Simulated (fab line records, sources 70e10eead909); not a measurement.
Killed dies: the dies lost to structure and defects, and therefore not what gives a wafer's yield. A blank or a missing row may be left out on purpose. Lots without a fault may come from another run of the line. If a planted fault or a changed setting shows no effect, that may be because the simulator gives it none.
Which tool is to blame? | flow nandHarc | 11 lots, 33 wafers sampled, at 4 steps of a route of 1159

== WHAT EACH GAUGE READ, for each wafer ==
NHARC_P_CONTACT_OVL_MEAS_13. Usual: overlayXNm 0.1 nm, standard deviation 0.68; overlayYNm 0.1 nm, standard deviation 0.85.
lot  | measured     | on         | overlayXNm (nm) | overlayYNm (nm) | flag
L595 | day 5 15:48  | overlay-01 | 1.1 0.9 0.6     | -0.1 -0.2 -0.2  | 
L597 | day 6 07:29  | overlay-02 | 0.7 0.5 0.3     | 0.0 -0.3 0.3    | 
L599 | day 6 13:58  | overlay-01 | -0.6 -1.0 -1.0  | -1.7 -1.1 -1.7  | 
L598 | day 6 15:38  | overlay-02 | -0.4 -0.6 -0.4  | 1.0 1.4 1.1     | 
L601 | day 7 05:04  | overlay-02 | 0.1 0.3 0.4     | 0.3 0.4 0.2     | 
L604 | day 8 06:34  | overlay-01 | 0.8 0.6 0.0     | -0.2 0.2 0.0    | 
L610 | day 9 20:01  | overlay-01 | 0.0 0.2 -0.1    | 0.4 -0.2 -0.5   | 
L614 | day 10 07:50 | overlay-02 | 0.2 0.3 0.0     | -0.7 -0.7 -0.4  | 
L613 | day 10 08:28 | overlay-01 | -0.3 0.2 0.0    | 0.5 -0.2 -0.5   | 
L615 | day 10 20:52 | overlay-02 | -0.6 -1.1 -0.9  | -0.7 -0.6 -0.4  | 
L616 | day 11 02:14 | overlay-01 | 1.0 1.2 0.7     | 1.9 2.0 1.3     | 

NHARC_P_M0_CD_MEAS_09: the cd target is 90 nm. Usual: cdNm at 89.6 nm, with a standard deviation of 1.1.
lot  | measured     | on       | cdNm (nm)      | flag
L595 | day 5 19:54  | cdSem-01 | 88.6 88.6 87.7 | 
L597 | day 6 16:53  | cdSem-02 | 90.7 89.0 89.6 | 
L599 | day 6 18:34  | cdSem-01 | 88.4 87.9 88.7 | 
L598 | day 7 01:20  | cdSem-03 | 88.9 89.2 88.2 | 
L601 | day 7 14:34  | cdSem-02 | 95.2 94.6 94.8 | OFF
L604 | day 8 13:23  | cdSem-03 | 94.7 94.3 94.4 | OFF
L610 | day 10 02:37 | cdSem-02 | 90.6 91.2 90.8 | 
L614 | day 10 12:07 | cdSem-03 | 90.5 91.3 91.1 | 
L613 | day 10 12:29 | cdSem-02 | 89.5 90.8 91.0 | 
L615 | day 11 05:58 | cdSem-03 | 90.5 90.6 90.5 | 
L616 | day 11 06:28 | cdSem-01 | 89.2 88.9 88.7 | 

== WHICH TOOL RAN EACH LOT (tool, then ch and the chambers of the sampled wafers, then the start) ==
lot  | NHARC_P_CONTACT_ETCH_31                      | NHARC_P_M0_PEB_07
L595 | rieDiel-07 ch 1,2,3, day 5 19:49 or earlier  | lithoTrack-01 ch 0, day 5 19:49
L597 | rieDiel-07 ch 0,1,2, day 6 16:49 or earlier  | lithoTrack-06 ch 0, day 6 16:49
L599 | rieDiel-07 ch 0,1,3, day 6 18:29 or earlier  | lithoTrack-01 ch 0, day 6 18:29
L598 | rieDiel-07 ch 1,3, day 7 01:16 or earlier    | lithoTrack-01 ch 0, day 7 01:16
L601 | rieDiel-11 ch 0,1,3, day 7 14:29 or earlier  | lithoTrack-01 ch 0, day 7 14:29
L604 | rieDiel-07 ch 0,1,3, day 8 13:19 or earlier  | lithoTrack-01 ch 0, day 8 13:19
L610 | rieDiel-02 ch 0,3, day 10 02:32 or earlier   | lithoTrack-06 ch 0, day 10 02:32
L614 | rieDiel-11 ch 1,2,3, day 10 12:02 or earlier | lithoTrack-04 ch 0, day 10 12:02
L613 | rieDiel-11 ch 0,2,3, day 10 12:24 or earlier | lithoTrack-04 ch 0, day 10 12:24
L615 | rieDiel-11 ch 2,3, day 11 05:53 or earlier   | lithoTrack-04 ch 0, day 11 05:53
L616 | rieDiel-11 ch 0,1,2, day 11 06:22 or earlier | lithoTrack-01 ch 0, day 11 06:22
- NHARC_P_CONTACT_ETCH_31: etches the open film in CH3F/O2, target depth 30 nm, time 85.7 s.
- NHARC_P_M0_PEB_07: peb time 65 s.

== AS READ BY THE TOOLS THEMSELVES (means over the sampled wafers that have a number; for cases with no such wafer, the mark the record gives instead) ==
NHARC_P_CONTACT_ETCH_31. Usual: biasW 100.0 W, standard deviation 0.31; drypumpMotorCurrentA 5.8 A, standard deviation 0.43; oesProductAu 0.977 a.u., standard deviation 0.012; rfVppV 244.3 V, standard deviation 1.7; showerheadPlenumPTorr 2.45 Torr, standard deviation 0.1; throttleValvePct 20.664 %, standard deviation 0.0093.
lot  | tool       | biasW (W) | drypumpMotorCurrentA (A) | oesProductAu (a.u.) | rfVppV (V) | showerheadPlenumPTorr (Torr) | throttleValvePct (%) | flag
L595 | rieDiel-07 | 100.1     | 5.9                      | 0.958               | 244.1      | 2.42                         | 20.655               | 
L597 | rieDiel-07 | 99.8      | 6.0                      | 0.975               | 244.6      | 2.44                         | 20.665               | 
L599 | rieDiel-07 | 100.1     | 5.8                      | 0.957               | 245.1      | 2.47                         | 20.661               | 
L598 | rieDiel-07 | 99.8      | 5.6                      | 0.976               | 243.1      | 2.39                         | 20.661               | 
L601 | rieDiel-11 | 99.7      | 5.7                      | 0.977               | 243.3      | 2.45                         | 20.666               | 
L604 | rieDiel-07 | 100.1     | 5.8                      | 0.979               | 244.5      | 2.47                         | 20.662               | 
L610 | rieDiel-02 | 100.0     | 6.0                      | 0.980               | 242.8      | 2.33                         | 20.661               | 
L614 | rieDiel-11 | 99.9      | 5.5                      | 0.980               | 243.4      | 2.41                         | 20.659               | 
L613 | rieDiel-11 | 99.9      | 5.4                      | 0.985               | 243.2      | 2.41                         | 20.665               | 
L615 | rieDiel-11 | 99.8      | 5.1                      | 0.993               | 242.0      | 2.33                         | 20.661               | 
L616 | rieDiel-11 | 99.9      | 5.8                      | 0.985               | 245.4      | 2.49                         | 20.662               | 

NHARC_P_M0_PEB_07. Usual: heaterPowerTotalW 156.5 W, standard deviation 0.43; plateTempC 100.01 C, standard deviation 0.11.
lot  | tool          | heaterPowerTotalW (W) | plateTempC (C) | flag
L595 | lithoTrack-01 | 156.5                 | 100.07         | 
L597 | lithoTrack-06 | 156.4                 | 100.12         | 
L599 | lithoTrack-01 | 156.3                 | 99.89          | 
L598 | lithoTrack-01 | 156.7                 | 99.98          | 
L601 | lithoTrack-01 | 160.3                 | 101.74         | OFF
L604 | lithoTrack-01 | 160.3                 | 101.80         | OFF
L610 | lithoTrack-06 | 156.5                 | 100.00         | 
L614 | lithoTrack-04 | 156.9                 | 100.01         | 
L613 | lithoTrack-04 | 156.4                 | 100.10         | 
L615 | lithoTrack-04 | 156.1                 | 99.99          | 
L616 | lithoTrack-01 | 156.8                 | 99.98          | 

== THE ANSWER, worked out from the rows above alone ==
Rule: a lot counts as off when the mean over its wafers that have a number is more than 3 standard deviations away from the usual mean. Also off: a lot with no number at a reading for which 4 or more lots have one. All remaining lots with rows at the step are treated as sound. After the gauges, taken in route order, come the tools' own readings; for these a lot's mean is taken, as printed above. The first step at which some lot is off is used, and at that step the reading that is off furthest; a lot without a number counts as furthest.
Off: L601, L604, at NHARC_P_M0_CD_MEAS_09 (cdNm).
If a tool, at a process step before that reading, ran all the lots that are off and no sound lot after the first of them, it fits. Not tried: the gauges at NHARC_P_M0_CD_MEAS_09; whatever is off there is also off at NHARC_P_M0_PEB_07, on other tools, and gauge error can't account for it. Because NHARC_P_CONTACT_ETCH_31 lacks a start for some lots, the hours and order of its lots are taken from NHARC_P_M0_PEB_07. Not one of the candidates tried fits.

== WHAT THE SIMULATOR HAD PUT IN ==
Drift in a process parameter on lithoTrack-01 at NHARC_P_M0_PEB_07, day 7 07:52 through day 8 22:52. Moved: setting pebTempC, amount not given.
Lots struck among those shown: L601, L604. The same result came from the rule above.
